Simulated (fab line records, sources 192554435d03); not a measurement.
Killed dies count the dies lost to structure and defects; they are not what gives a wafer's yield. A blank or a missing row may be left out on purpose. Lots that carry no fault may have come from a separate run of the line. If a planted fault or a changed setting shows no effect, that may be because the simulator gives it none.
Matching of chambers / flow n5_finfet / 4 sister chambers for N5_BEOL_M12_CMP_49 on cmp-04
The step polishes, stops on SiOC, t overpolish 20.6 s, target thk 320 nm. 14 wafers are shown with their chamber, then 7 later ones without.

== EACH WAFER AND ITS CHAMBER ==
wafer=L075.1; chamber=3; motor_current_A (A)=5.9; barrier_field_endpoint_s (s)=28.4; clearing_platen_down_force_psi (psi)=1.5039
wafer=L075.3; chamber=1; motor_current_A (A)=4.5; barrier_field_endpoint_s (s)=31.0; clearing_platen_down_force_psi (psi)=1.5004
wafer=L075.5; chamber=1; motor_current_A (A)=4.6; barrier_field_endpoint_s (s)=30.8; clearing_platen_down_force_psi (psi)=1.5038
wafer=L078.2; chamber=0; motor_current_A (A)=5.6; barrier_field_endpoint_s (s)=30.9; clearing_platen_down_force_psi (psi)=1.5058
wafer=L078.3; chamber=1; motor_current_A (A)=4.4; barrier_field_endpoint_s (s)=31.1; clearing_platen_down_force_psi (psi)=1.5007
wafer=L078.6; chamber=2; motor_current_A (A)=5.4; barrier_field_endpoint_s (s)=29.6; clearing_platen_down_force_psi (psi)=1.5029
wafer=L083.1; chamber=1; motor_current_A (A)=4.5; barrier_field_endpoint_s (s)=29.3; clearing_platen_down_force_psi (psi)=1.4991
wafer=L083.4; chamber=2; motor_current_A (A)=5.8; barrier_field_endpoint_s (s)=29.9; clearing_platen_down_force_psi (psi)=1.4974
wafer=L083.6; chamber=1; motor_current_A (A)=4.5; barrier_field_endpoint_s (s)=29.8; clearing_platen_down_force_psi (psi)=1.5018
wafer=L084.1; chamber=1; motor_current_A (A)=4.7; barrier_field_endpoint_s (s)=29.5; clearing_platen_down_force_psi (psi)=1.5053
wafer=L084.4; chamber=0; motor_current_A (A)=5.8; barrier_field_endpoint_s (s)=29.8; clearing_platen_down_force_psi (psi)=1.4997
wafer=L084.6; chamber=1; motor_current_A (A)=4.8; barrier_field_endpoint_s (s)=29.5; clearing_platen_down_force_psi (psi)=1.5027
wafer=L088.1; chamber=2; motor_current_A (A)=5.7; barrier_field_endpoint_s (s)=28.2; clearing_platen_down_force_psi (psi)=1.4958
wafer=L088.4; chamber=3; motor_current_A (A)=5.9; barrier_field_endpoint_s (s)=27.6; clearing_platen_down_force_psi (psi)=1.5005

SIGNATURES, as means of the wafers listed above
reading=motor_current_A; chamber 0=5.700; chamber 1=4.571; chamber 2=5.633; chamber 3=5.900; scatter within a chamber=0.149
reading=barrier_field_endpoint_s; chamber 0=30.350; chamber 1=30.143; chamber 2=29.233; chamber 3=28.000; scatter within a chamber=0.794
reading=clearing_platen_down_force_psi; chamber 0=1.502750; chamber 1=1.501971; chamber 2=1.498700; chamber 3=1.502200; scatter within a chamber=0.00282
Rule: for each reading, subtract the chamber's mean from the wafer's reading, divide by that reading's scatter and square the result; add these up over the readings and take the root, which gives the wafer's distance from the chamber. If the next closest chamber is less than 2 further off than the closest, the wafer can't be placed; otherwise it belongs to the closest. The scatter: take each reading less its chamber's mean, square it, sum over the shown wafers, divide by the number of wafers less the number of chambers, and take the root.

== WAFERS WITH NO CHAMBER GIVEN ==
wafer=L088.5; motor_current_A (A)=6.0; barrier_field_endpoint_s (s)=29.1; clearing_platen_down_force_psi (psi)=1.4996
wafer=L095.2; motor_current_A (A)=6.2; barrier_field_endpoint_s (s)=27.8; clearing_platen_down_force_psi (psi)=1.4972
wafer=L095.5; motor_current_A (A)=5.6; barrier_field_endpoint_s (s)=29.2; clearing_platen_down_force_psi (psi)=1.5031
wafer=L095.6; motor_current_A (A)=4.5; barrier_field_endpoint_s (s)=29.6; clearing_platen_down_force_psi (psi)=1.5008
wafer=L097.2; motor_current_A (A)=5.6; barrier_field_endpoint_s (s)=29.9; clearing_platen_down_force_psi (psi)=1.5019
wafer=L097.3; motor_current_A (A)=5.8; barrier_field_endpoint_s (s)=28.1; clearing_platen_down_force_psi (psi)=1.4986
wafer=L097.5; motor_current_A (A)=5.9; barrier_field_endpoint_s (s)=30.1; clearing_platen_down_force_psi (psi)=1.5005

== THE CHAMBER EACH PASSED THROUGH ==
wafer=L088.5; from the rows above=can't be placed: 3 or 2 or 0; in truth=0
wafer=L095.2; from the rows above=can't be placed: 3 or 2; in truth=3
wafer=L095.5; from the rows above=can't be placed: 2 or 0 or 3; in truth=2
wafer=L095.6; from the rows above=1; in truth=1
wafer=L097.2; from the rows above=can't be placed: 0 or 2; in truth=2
wafer=L097.3; from the rows above=can't be placed: 3 or 2 or 0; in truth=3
wafer=L097.5; from the rows above=can't be placed: 0 or 2 or 3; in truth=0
1 of 7 placed correctly. Unplaceable from these rows: 6, with the true chamber sitting among the candidates in 6. 0 placed wrongly.
